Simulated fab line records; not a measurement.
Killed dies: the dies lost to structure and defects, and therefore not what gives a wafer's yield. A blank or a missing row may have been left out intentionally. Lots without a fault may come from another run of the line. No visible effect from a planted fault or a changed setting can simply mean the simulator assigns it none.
Chamber matching ; flow n5-finfet ; N5_BEOL_M5_PRE_CLEAN_77 on cvd-co-02: 3 sister chambers
The step time 15 s. 6 wafers are shown with their chamber, then 12 later ones without.

== WAFERS, EACH WITH ITS CHAMBER ==
wafer;chamber;heater-power-w (W)
L079.4;1;52
L079.5;0;99
L079.6;2;83
L083.1;2;83
L083.3;0;97
L083.5;1;53

== WAFERS WHOSE CHAMBER IS MISSING ==
wafer;heater-power-w (W)
L092.1;52
L092.4;81
L092.5;97
L093.1;83
L093.2;53
L093.5;98
L094.2;84
L094.3;51
L094.5;54
L097.1;83
L097.2;98
L097.4;95

== CHAMBER TAKEN BY EACH ==
wafer;from the rows above;in truth
L092.1;1;1
L092.4;2;2
L092.5;0;0
L093.1;2;2
L093.2;1;1
L093.5;0;0
L094.2;2;2
L094.3;1;1
L094.5;1;1
L097.1;2;2
L097.2;0;0
L097.4;0;0
Correct placement for 12 of the 12. Can't be placed from these rows: 0. 0 placed wrongly.
How it was worked out, from the rows above alone: a wafer's distance from a chamber is the root of the sum, over the readings, of the square of ((its reading less the chamber's mean) divided by the reading's scatter). If the next closest chamber is less than 2 further off than the closest, the wafer can't be placed; otherwise it belongs to the closest. The mean given for a chamber averages the wafers shown for that chamber. The scatter: take each reading less its chamber's mean, square it, sum over the shown wafers, divide by the number of wafers less the number of chambers, and take the root.
